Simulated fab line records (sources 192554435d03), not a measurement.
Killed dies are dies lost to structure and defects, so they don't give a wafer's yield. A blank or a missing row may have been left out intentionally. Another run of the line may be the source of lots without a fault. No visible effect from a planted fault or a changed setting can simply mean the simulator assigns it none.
fab line records	flow n5Finfet
record: lots: 24	wafers: 72	lastDay: 17
route steps=1938 shown BEOL_M5@1173 BEOL_M6@1198
lots that met no fault: taken from a fault-free run of the same line
startH: hours from the record's opening day to when the first of the lot's shown wafers began	waitH: hours from the lot's prior step to this one	" repeats the value in the row above	L1.1+2: one row covering several wafers at once	- no value present, or no start provided	* or withheld: withheld	< > ~ a bound
route shown NAME@n: a module of which the file shows steps, and the number in the route of the first	usual: average and standard deviation across the fault-free wafers	same: alike in all rows	chamber/n: place in a boat	sites: per-site readings	_std_site: standard deviation across them	_edge_site: outer sites' mean less inner sites'	radiusMm: how far each site lies from the wafer's centre	mask NAME#n: copy n	behind: the last tool/chamber to shape the wafer	hold: why the lot went on hold/how many hours it stayed there/how the hold came to an end	device: names the non-switching transistor (n, p or np)	end of line: tests run on the same wafers once the route is complete	where a step has no rows: the recipe by itself	killed: the dies lost at the first sort to structure and to defects; this is not the yield of the wafer	map: per-die view of a wafer (x killed, . not killed, _ where there is no die)
set.NAME: the setting the step ran with; set.NAME@STEP: the setting that earlier step ran with	model.NAME: the simulator's own value behind a step, which no gauge read
steps of the route over a sample of lots; a table a step, a row a wafer
services: when a tool's chamber went out of use (startH, in hours from the record's first day, below 0 if earlier), for how many hours, and the reason
== steps ==
step: N5_BEOL_M5_SURFACE_TREAT_87
recipe: gas: Ar	timeS: *	ionEnergyEv: *	ionCurrentMaCm2: 0.5	pressureMtorr: *	arFlowSccm: 30
usual: throttleValvePct: *
lot.wafer	tool	chamber	startH	waitH	throttleValvePct
L075.3	pvdSputter-03	-	169.11	0.3	*
L075.4	"	-	"	"	*
L075.6	"	-	"	"	*
L074.1	pvdSputter-01	-	173.68	0.2	*
L074.2	"	-	"	"	*
L074.4	"	-	"	"	*
L076.2	pvdSputter-02	-	185.20	0.2	*
L076.3	"	-	"	"	*
L076.5	"	-	"	"	*
L077.4	pvdSputter-01	-	189.23	0.2	*
L077.5	"	-	"	"	*
L077.6	"	-	"	"	*
L079.2	pvdSputter-01	-	199.33	0.1	*
L079.3	"	-	"	"	*
L079.6	"	-	"	"	*
L078.1	pvdSputter-03	-	204.00	0.1	*
L078.2	"	-	"	"	*
L078.6	"	-	"	"	*
L080.2	pvdSputter-01	-	204.90	0.2	*
L080.3	"	-	"	"	*
L080.6	"	-	"	"	*
L081.2	pvdSputter-01	-	210.77	0.3	*
L081.5	"	-	"	"	*
L081.6	"	-	"	"	*
L082.1	pvdSputter-01	-	218.83	0.1	*
L082.3	"	-	"	"	*
L082.4	"	-	"	"	*
L083.1	pvdSputter-02	-	221.18	0.2	*
L083.2	"	-	"	"	*
L083.4	"	-	"	"	*
L084.2	pvdSputter-03	-	234.67	0.1	*
L084.3	"	-	"	"	*
L084.6	"	-	"	"	*
L087.3	pvdSputter-01	-	249.54	0.2	*
L087.5	"	-	"	"	*
L087.6	"	-	"	"	*
L085.1	pvdSputter-03	-	256.03	0.1	*
L085.3	"	-	"	"	*
L085.4	"	-	"	"	*
L086.2	pvdSputter-03	-	256.85	0.2	*
L086.4	"	-	"	"	*
L086.6	"	-	"	"	*
L088.1	pvdSputter-02	-	274.96	0.2	*
L088.5	"	-	"	"	*
L088.6	"	-	"	"	*
L089.3	pvdSputter-02	-	275.40	0.2	*
L089.4	"	-	"	"	*
L089.6	"	-	"	"	*
L091.1	pvdSputter-02	-	277.87	1.8	*
L091.2	"	-	"	"	*
L091.6	"	-	"	"	*
L090.2	pvdSputter-01	-	280.82	0.2	*
L090.4	"	-	"	"	*
L090.5	"	-	"	"	*
L092.1	pvdSputter-01	-	280.86	0.1	*
L092.4	"	-	"	"	*
L092.6	"	-	"	"	*
L093.1	pvdSputter-01	-	281.30	0.3	*
L093.3	"	-	"	"	*
L093.4	"	-	"	"	*
L094.2	pvdSputter-01	-	286.65	0.2	*
L094.3	"	-	"	"	*
L094.5	"	-	"	"	*
L095.4	pvdSputter-02	-	302.16	0.1	*
L095.5	"	-	"	"	*
L095.6	"	-	"	"	*
L096.4	pvdSputter-02	-	306.93	0.8	*
L096.5	"	-	"	"	*
L096.6	"	-	"	"	*
L097.1	pvdSputter-02	-	317.44	0.2	*
L097.4	"	-	"	"	*
L097.5	"	-	"	"	*
step: N5_BEOL_M5_ANNEAL_84
recipe: tempC: 400	timeS: 1800	ambient: vacuum
usual: heaterPowerW: 819/63
lot.wafer	tool	chamber	startH	waitH	heaterPowerW
L075.3	pvdSputter-02	-	171.58	0.0	901
L075.4	"	-	"	"	741
L075.6	"	-	"	"	889
L074.1	pvdSputter-02	-	176.33	0.0	860
L074.2	"	-	"	"	877
L074.4	"	-	"	"	742
L076.2	pvdSputter-02	-	189.96	0.0	759
L076.3	"	-	"	"	728
L076.5	"	-	"	"	849
L077.4	pvdSputter-03	-	193.66	0.0	867
L077.5	"	-	"	"	804
L077.6	"	-	"	"	827
L079.2	pvdSputter-01	-	201.92	0.0	893
L079.3	"	-	"	"	765
L079.6	"	-	"	"	882
L078.1	pvdSputter-02	-	206.55	0.0	708
L078.2	"	-	"	"	916
L078.6	"	-	"	"	710
L080.2	pvdSputter-01	-	207.71	0.0	754
L080.3	"	-	"	"	864
L080.6	"	-	"	"	869
L081.2	pvdSputter-01	-	213.26	0.0	786
L081.5	"	-	"	"	874
L081.6	"	-	"	"	759
L082.1	pvdSputter-01	-	221.30	0.0	819
L082.3	"	-	"	"	757
L082.4	"	-	"	"	866
L083.1	pvdSputter-02	-	223.65	0.0	760
L083.2	"	-	"	"	873
L083.4	"	-	"	"	890
L084.2	pvdSputter-03	-	237.20	0.0	881
L084.3	"	-	"	"	801
L084.6	"	-	"	"	814
L087.3	pvdSputter-03	-	252.54	0.0	831
L087.5	"	-	"	"	836
L087.6	"	-	"	"	884
L085.1	pvdSputter-01	-	258.53	0.0	774
L085.3	"	-	"	"	902
L085.4	"	-	"	"	875
L086.2	pvdSputter-02	-	259.40	0.0	851
L086.4	"	-	"	"	908
L086.6	"	-	"	"	735
L088.1	pvdSputter-03	-	277.48	0.0	811
L088.5	"	-	"	"	796
L088.6	"	-	"	"	814
L089.3	pvdSputter-01	-	277.91	0.0	785
L089.4	"	-	"	"	762
L089.6	"	-	"	"	865
L091.1	pvdSputter-02	-	280.64	0.0	734
L091.2	"	-	"	"	712
L091.6	"	-	"	"	730
L090.2	pvdSputter-03	-	283.31	0.0	855
L090.4	"	-	"	"	815
L090.5	"	-	"	"	799
L092.1	pvdSputter-01	-	283.60	0.0	749
L092.4	"	-	"	"	772
L092.6	"	-	"	"	747
L093.1	pvdSputter-02	-	285.17	0.0	728
L093.3	"	-	"	"	706
L093.4	"	-	"	"	894
L094.2	pvdSputter-03	-	289.33	0.0	833
L094.3	"	-	"	"	851
L094.5	"	-	"	"	818
L095.4	pvdSputter-02	-	304.64	0.0	909
L095.5	"	-	"	"	881
L095.6	"	-	"	"	754
L096.4	pvdSputter-02	-	309.54	0.0	854
L096.5	"	-	"	"	900
L096.6	"	-	"	"	747
L097.1	pvdSputter-02	-	320.06	0.0	833
L097.4	"	-	"	"	743
L097.5	"	-	"	"	855
step: N5_BEOL_M5_ANNEAL_51
recipe: tempC: 225	timeS: 90	ambient: N2
usual: wafer_temp_C_max: 225.8/0.47
lot.wafer	tool	chamber	startH	waitH	wafer_temp_C_max
L075.3	rtpAnneal-01	0	174.04	0.2	225.6
L075.4	"	0	"	"	225.4
L075.6	"	0	"	"	225.7
L074.1	rtpAnneal-02	0	178.78	0.2	226.4
L074.2	"	0	"	"	226.5
L074.4	"	0	"	"	226.6
L076.2	rtpAnneal-02	0	192.52	0.3	226.4
L076.3	"	0	"	"	226.5
L076.5	"	0	"	"	226.6
L077.4	rtpAnneal-02	0	196.62	0.7	226.6
L077.5	"	0	"	"	226.7
L077.6	"	0	"	"	226.6
L079.2	rtpAnneal-01	0	204.53	0.4	225.5
L079.3	"	0	"	"	225.6
L079.6	"	0	"	"	225.5
L078.1	rtpAnneal-01	0	209.00	0.2	225.5
L078.2	"	0	"	"	225.4
L078.6	"	0	"	"	225.3
L080.2	rtpAnneal-01	0	210.75	0.8	225.4
L080.3	"	0	"	"	225.5
L080.6	"	0	"	"	225.7
L081.2	rtpAnneal-01	0	215.60	0.1	225.5
L081.5	"	0	"	"	225.6
L081.6	"	0	"	"	225.6
L082.1	rtpAnneal-01	0	223.60	0.1	225.5
L082.3	"	0	"	"	225.7
L082.4	"	0	"	"	225.5
L083.1	rtpAnneal-02	0	226.48	0.5	225.8
L083.2	"	0	"	"	226.9
L083.4	"	0	"	"	226.1
L084.2	rtpAnneal-01	0	239.75	0.3	225.4
L084.3	"	0	"	"	225.4
L084.6	"	0	"	"	225.6
L087.3	rtpAnneal-01	0	254.98	0.2	225.5
L087.5	"	0	"	"	225.7
L087.6	"	0	"	"	225.7
L085.1	rtpAnneal-02	0	260.83	0.1	226.4
L085.3	"	0	"	"	226.3
L085.4	"	0	"	"	226.3
L086.2	rtpAnneal-02	0	261.79	0.2	226.6
L086.4	"	0	"	"	226.1
L086.6	"	0	"	"	226.1
L088.1	rtpAnneal-02	0	279.78	0.1	226.2
L088.5	"	0	"	"	226.6
L088.6	"	0	"	"	226.0
L089.3	rtpAnneal-02	0	280.30	0.1	226.2
L089.4	"	0	"	"	226.6
L089.6	"	0	"	"	226.5
L091.1	rtpAnneal-01	0	282.94	0.1	225.5
L091.2	"	0	"	"	225.4
L091.6	"	0	"	"	225.3
L090.2	rtpAnneal-01	0	285.75	0.1	225.7
L090.4	"	0	"	"	225.7
L090.5	"	0	"	"	225.5
L092.1	rtpAnneal-02	0	285.89	0.1	226.0
L092.4	"	0	"	"	226.1
L092.6	"	0	"	"	226.2
L093.1	rtpAnneal-01	0	287.67	0.3	225.6
L093.3	"	0	"	"	225.9
L093.4	"	0	"	"	225.7
L094.2	rtpAnneal-01	0	291.67	0.1	225.4
L094.3	"	0	"	"	225.5
L094.5	"	0	"	"	225.4
L095.4	rtpAnneal-01	0	307.07	0.2	225.5
L095.5	"	0	"	"	225.6
L095.6	"	0	"	"	225.6
L096.4	rtpAnneal-01	0	311.99	0.2	225.2
L096.5	"	0	"	"	225.5
L096.6	"	0	"	"	225.2
L097.1	rtpAnneal-01	0	322.35	0.1	225.5
L097.4	"	0	"	"	225.7
L097.5	"	0	"	"	225.7
step: N5_BEOL_M5_CMP_52
recipe: stopOn: SiCOH_lowk	tOverpolishS: 6.9	downForcePsi: 1	platenRpm: 50	clearingPlatenDownForcePsi: 1.5	clearingPlatenRpm: 50	postCmpClean: cuAlkaline	targetThkNm: 62	clearingPlatenPadVelocityMS: 0.99484	padVelocityMS: 0.99484
usual: barrierFieldEndpointS: 24.7/0.91	motorCurrentA: 6.2/0.85	overpolishRunS: 6.899/0.0087	timeToEndpointS: 63/5
lot.wafer	tool	chamber	startH	waitH	barrierFieldEndpointS	motorCurrentA	overpolishRunS	timeToEndpointS
L075.3	cmp-03	2	174.29	0.2	24.6	5.9	6.884	64
L075.4	"	3	"	"	23.8	5.9	6.889	57
L075.6	"	2	"	"	24.2	5.9	6.901	61
L074.2	cmp-01	2	179.12	0.3	24.4	5.3	6.888	62
L074.4	"	0	"	"	24.7	6.6	6.903	58
L074.1	"	1	"	"	25.2	7.6	6.904	66
L076.3	cmp-02	3	193.63	1.0	24.4	6.2	6.903	57
L076.2	"	0	"	"	24.1	6.0	6.890	63
L076.5	"	3	"	"	23.2	6.2	6.900	55
L077.4	cmp-03	2	196.87	0.2	24.3	5.8	6.899	61
L077.6	"	0	"	"	24.0	7.6	6.895	61
L077.5	"	1	"	"	26.3	5.5	6.913	70
L079.3	cmp-03	3	205.00	0.3	24.9	5.8	6.908	59
L079.2	"	0	"	"	25.0	7.7	6.907	59
L079.6	"	3	"	"	25.1	5.6	6.886	54
L078.2	cmp-02	1	209.33	0.2	24.6	5.2	6.910	61
L078.1	"	3	"	"	23.6	6.2	6.903	59
L078.6	"	0	"	"	25.1	6.1	6.899	65
L080.2	cmp-03	0	211.00	0.2	23.9	7.7	6.900	56
L080.3	"	1	"	"	24.6	5.7	6.897	63
L080.6	"	1	"	"	25.3	5.3	6.900	67
L081.2	cmp-03	1	215.97	0.3	24.9	5.7	6.909	70
L081.6	"	2	"	"	24.1	6.5	6.889	62
L081.5	"	3	"	"	23.7	6.0	6.890	59
L082.4	cmp-01	1	223.90	0.1	25.4	7.2	6.909	64
L082.1	"	2	"	"	24.6	5.4	6.904	62
L082.3	"	3	"	"	24.8	6.7	6.898	63
L083.4	cmp-01	1	226.81	0.2	25.0	7.6	6.889	64
L083.2	"	2	"	"	23.9	5.1	6.900	61
L083.1	"	3	"	"	24.9	6.5	6.902	67
L084.2	cmp-01	3	240.02	0.2	25.4	6.9	6.893	62
L084.3	"	2	"	"	24.1	5.3	6.901	57
L084.6	"	3	"	"	25.4	6.6	6.883	62
L087.3	cmp-01	1	255.31	0.3	23.7	7.4	6.899	60
L087.5	"	2	"	"	23.7	5.5	6.898	56
L087.6	"	3	"	"	24.6	6.5	6.883	65
L085.3	cmp-03	3	261.41	0.3	24.4	5.5	6.909	59
L085.4	"	0	"	"	24.5	7.7	6.888	64
L085.1	"	1	"	"	25.3	5.1	6.900	71
L086.2	cmp-03	2	262.30	0.4	24.0	5.9	6.889	64
L086.4	"	3	"	"	24.3	5.5	6.900	60
L086.6	"	1	"	"	26.1	5.6	6.901	73
L088.1	cmp-03	2	280.19	0.4	25.2	6.2	6.901	63
L088.5	"	3	"	"	23.6	5.7	6.909	59
L088.6	"	0	"	"	23.7	8.2	6.899	59
L089.3	cmp-03	0	280.55	0.2	24.5	7.7	6.902	66
L089.4	"	2	"	"	25.0	5.8	6.895	62
L089.6	"	3	"	"	23.5	5.6	6.923	56
L091.2	cmp-01	3	283.27	0.2	25.2	6.7	6.886	66
L091.1	"	1	"	"	23.6	7.4	6.900	65
L091.6	"	3	"	"	25.1	6.8	6.899	65
L090.4	cmp-03	0	286.04	0.2	23.9	7.9	6.881	64
L090.2	"	2	"	"	24.4	5.9	6.897	64
L090.5	"	0	"	"	24.4	7.8	6.910	62
L092.1	cmp-01	1	286.19	0.3	26.5	7.4	6.917	68
L092.4	"	3	"	"	26.6	6.8	6.897	68
L092.6	"	1	"	"	26.4	7.3	6.898	69
L093.1	cmp-03	0	287.96	0.3	23.8	7.5	6.893	64
L093.3	"	1	"	"	25.7	5.4	6.894	72
L093.4	"	2	"	"	24.8	6.1	6.885	65
L094.2	cmp-03	2	291.92	0.2	23.9	5.7	6.909	63
L094.3	"	0	"	"	23.9	7.6	6.912	63
L094.5	"	3	"	"	24.2	5.8	6.901	62
L095.4	cmp-02	0	307.31	0.2	25.0	5.8	6.884	69
L095.5	"	2	"	"	26.4	5.5	6.912	75
L095.6	"	3	"	"	25.1	6.5	6.902	59
L096.4	cmp-02	3	312.15	0.1	23.9	6.3	6.894	57
L096.6	"	3	"	"	23.7	6.3	6.897	59
L096.5	"	0	"	"	25.4	5.9	6.902	63
L097.4	cmp-03	2	322.65	0.1	24.9	6.0	6.892	67
L097.1	"	3	"	"	24.3	5.9	6.888	61
L097.5	"	3	"	"	25.0	5.8	6.887	64
step: N5_BEOL_M6_HM_DEP_02
recipe: material: TiN	targetThkA: 200	tempC: 25	chamberPressurePa: 0.49996
usual: throttleValvePct: 29.8/0.91
lot.wafer	tool	chamber	startH	waitH	throttleValvePct
L075.3	pvdSputter-01	-	176.46	1.0	30.4
L075.4	"	-	"	"	29.0
L075.6	"	-	"	"	29.9
L074.1	pvdSputter-01	-	182.04	0.2	30.0
L074.2	"	-	"	"	29.1
L074.4	"	-	"	"	30.2
L076.2	pvdSputter-03	-	196.23	0.7	30.1
L076.3	"	-	"	"	29.1
L076.5	"	-	"	"	30.1
L077.4	pvdSputter-01	-	199.23	0.7	28.0
L077.5	"	-	"	"	29.9
L077.6	"	-	"	"	29.3
L079.2	pvdSputter-03	-	207.45	1.1	30.2
L079.3	"	-	"	"	30.4
L079.6	"	-	"	"	30.1
L078.1	pvdSputter-03	-	211.68	1.1	31.6
L078.2	"	-	"	"	30.5
L078.6	"	-	"	"	29.1
L080.2	pvdSputter-03	-	212.90	0.6	30.2
L080.3	"	-	"	"	31.7
L080.6	"	-	"	"	31.7
L081.2	pvdSputter-03	-	217.18	0.0	29.2
L081.5	"	-	"	"	29.4
L081.6	"	-	"	"	31.4
L082.1	pvdSputter-03	-	225.43	0.2	30.4
L082.3	"	-	"	"	29.1
L082.4	"	-	"	"	30.4
L083.1	pvdSputter-01	-	228.91	0.8	28.1
L083.2	"	-	"	"	30.3
L083.4	"	-	"	"	29.6
L084.2	pvdSputter-03	-	242.34	1.1	30.0
L084.3	"	-	"	"	31.6
L084.6	"	-	"	"	29.3
L087.3	pvdSputter-01	-	260.71	4.2	29.1
L087.5	"	-	"	"	28.3
L087.6	"	-	"	"	30.2
L085.1	pvdSputter-02	-	264.09	1.3	29.9
L085.3	"	-	"	"	31.4
L085.4	"	-	"	"	29.5
L086.2	pvdSputter-01	-	264.43	0.4	28.3
L086.4	"	-	"	"	29.4
L086.6	"	-	"	"	30.3
L088.1	pvdSputter-03	-	285.58	4.3	29.2
L088.5	"	-	"	"	31.4
L088.6	"	-	"	"	30.1
L089.3	pvdSputter-01	-	285.77	4.0	30.4
L089.4	"	-	"	"	30.0
L089.6	"	-	"	"	28.9
L091.1	pvdSputter-01	-	286.13	1.6	29.0
L091.2	"	-	"	"	28.0
L091.6	"	-	"	"	29.9
L090.2	pvdSputter-02	-	288.06	0.8	29.4
L090.4	"	-	"	"	29.3
L090.5	"	-	"	"	29.4
L092.1	pvdSputter-02	-	288.84	1.4	29.3
L092.4	"	-	"	"	31.0
L092.6	"	-	"	"	30.4
L093.1	pvdSputter-02	-	289.90	0.6	29.6
L093.3	"	-	"	"	30.2
L093.4	"	-	"	"	30.9
L094.2	pvdSputter-03	-	293.21	0.0	31.6
L094.3	"	-	"	"	30.3
L094.5	"	-	"	"	30.1
L095.4	pvdSputter-01	-	310.44	1.9	28.2
L095.5	"	-	"	"	28.8
L095.6	"	-	"	"	30.3
L096.4	pvdSputter-01	-	315.24	1.8	28.1
L096.5	"	-	"	"	30.4
L096.6	"	-	"	"	28.0
L097.1	pvdSputter-01	-	325.71	1.8	29.9
L097.4	"	-	"	"	30.0
L097.5	"	-	"	"	30.3
step: N5_BEOL_M6_INSPECT_13
recipe: mode: adi	inspectInstrument: brightfield
usual: rawDefectCount: 415/85
lot.wafer	tool	chamber	startH	waitH	rawDefectCount
L075.3	defectInspect-01	-	177.01	0.0	447
L075.4	"	-	"	"	331
L075.6	"	-	"	"	428
L074.1	defectInspect-01	-	182.59	0.0	504
L074.2	"	-	"	"	481
L074.4	"	-	"	"	512
L076.2	defectInspect-01	-	196.79	0.0	339
L076.3	"	-	"	"	355
L076.5	"	-	"	"	451
L077.4	defectInspect-01	-	199.66	0.0	651
L077.5	"	-	"	"	543
L077.6	"	-	"	"	447
L079.2	defectInspect-01	-	208.00	0.0	479
L079.3	"	-	"	"	472
L079.6	"	-	"	"	467
L078.1	defectInspect-01	-	212.23	0.0	303
L078.2	"	-	"	"	272
L078.6	"	-	"	"	379
L080.2	defectInspect-01	-	213.33	0.0	515
L080.3	"	-	"	"	356
L080.6	"	-	"	"	362
L081.2	defectInspect-01	-	217.61	0.0	579
L081.5	"	-	"	"	564
L081.6	"	-	"	"	371
L082.1	defectInspect-02	-	225.87	0.0	380
L082.3	"	-	"	"	371
L082.4	"	-	"	"	314
L083.1	defectInspect-01	-	229.34	0.0	280
L083.2	"	-	"	"	379
L083.4	"	-	"	"	414
L084.2	defectInspect-02	-	242.77	0.0	431
L084.3	"	-	"	"	378
L084.6	"	-	"	"	436
L087.3	defectInspect-02	-	261.13	0.0	285
L087.5	"	-	"	"	252
L087.6	"	-	"	"	386
L085.1	defectInspect-01	-	264.52	0.0	368
L085.3	"	-	"	"	422
L085.4	"	-	"	"	370
L086.2	defectInspect-02	-	264.98	0.0	404
L086.4	"	-	"	"	422
L086.6	"	-	"	"	376
L088.1	defectInspect-01	-	286.01	0.0	440
L088.5	"	-	"	"	335
L088.6	"	-	"	"	503
L089.3	defectInspect-01	-	286.20	0.0	301
L089.4	"	-	"	"	422
L089.6	"	-	"	"	316
L091.1	defectInspect-02	-	286.68	0.0	359
L091.2	"	-	"	"	368
L091.6	"	-	"	"	453
L090.2	defectInspect-02	-	288.61	0.0	569
L090.4	"	-	"	"	487
L090.5	"	-	"	"	420
L092.1	defectInspect-01	-	289.39	0.0	327
L092.4	"	-	"	"	411
L092.6	"	-	"	"	386
L093.1	defectInspect-01	-	290.45	0.0	686
L093.3	"	-	"	"	618
L093.4	"	-	"	"	734
L094.2	defectInspect-02	-	293.76	0.0	372
L094.3	"	-	"	"	425
L094.5	"	-	"	"	383
L095.4	defectInspect-01	-	311.00	0.0	475
L095.5	"	-	"	"	541
L095.6	"	-	"	"	509
L096.4	defectInspect-02	-	315.68	0.0	325
L096.5	"	-	"	"	413
L096.6	"	-	"	"	432
L097.1	defectInspect-02	-	326.27	0.0	401
L097.4	"	-	"	"	324
L097.5	"	-	"	"	314
== services ==
tool	chamber	startH	hours	kind
pvdSputter-02	-	166.21	1.9	repair
cmp-02	-	169.22	0.3	repair
cmp-01	-	170.88	0.9	repair
cmp-01	-	175.34	1.2	repair
cmp-02	-	180.72	4.0	pm
cmp-01	-	181.64	5.3	repair
pvdSputter-03	-	186.93	2.6	repair
cmp-01	-	189.61	2.0	repair
cmp-03	-	192.54	2.2	repair
cmp-03	-	202.26	2.2	repair
cmp-02	-	206.20	2.5	repair
cmp-03	-	220.39	0.8	repair
cmp-01	-	248.37	4.8	pm
cmp-02	-	255.23	2.4	repair
cmp-02	-	259.41	8.9	repair
rtpAnneal-01	-	275.01	1.8	pm
cmp-01	-	277.89	4.0	pm
cmp-02	-	280.10	1.0	repair
cmp-01	-	281.89	-	consumableReplace:conditioner
cmp-02	-	284.72	8.9	pm
cmp-02	-	295.37	4.2	pm
cmp-03	-	297.69	2.2	repair
pvdSputter-01	-	301.73	2.1	repair
pvdSputter-01	-	310.66	1.0	repair
== key ==
fault none
